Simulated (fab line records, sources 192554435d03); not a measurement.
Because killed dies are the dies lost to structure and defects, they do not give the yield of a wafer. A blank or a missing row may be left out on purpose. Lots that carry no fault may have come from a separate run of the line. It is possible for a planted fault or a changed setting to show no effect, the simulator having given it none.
Chamber matching ; flow n5 finfet ; N5_BEOL_M2_PRE_CLEAN_60 on cvd co-02: 3 sister chambers
The step time 15 s. 16 wafers are shown with their chamber, then 8 later ones without.

WAFERS PAIRED WITH THEIR CHAMBERS
wafer;chamber;heater power w (W)
L141.2;2;62
L141.5;2;60
L141.6;0;79
L144.1;0;82
L144.2;1;120
L144.5;0;78
L149.1;2;61
L149.3;1;118
L149.4;0;81
L153.1;0;80
L153.4;0;80
L153.6;2;59
L156.2;2;61
L156.4;1;120
L156.5;2;62
L158.1;2;61

SIGNATURES (averages over the wafers above)
reading;chamber 0;chamber 1;chamber 2;scatter within a chamber
heater power w;80.00;119.33;60.86;1.23
Rule: for each reading, subtract the chamber's mean from the wafer's reading, divide by that reading's scatter and square the result; add these up over the readings and take the root, which gives the wafer's distance from the chamber. If the next closest chamber is less than 2 further off than the closest, the wafer can't be placed; otherwise it belongs to the closest. How the scatter is found: for the shown wafers, subtract from each reading the mean of its chamber, square and add these, divide the total by (wafers less chambers), then take the root.

WAFERS WITH NO CHAMBER GIVEN
wafer;heater power w (W)
L158.4;114
L158.6;62
L160.1;83
L160.3;118
L160.5;82
L163.1;117
L163.2;60
L163.3;84

WHICH CHAMBER EACH ONE RAN IN
wafer;from the rows above;in truth
L158.4;1;1
L158.6;2;2
L160.1;0;0
L160.3;1;1
L160.5;0;0
L163.1;1;1
L163.2;2;2
L163.3;0;0
Placed correctly: 8 of 8. Number that these rows cannot place: 0. 0 placed wrongly.
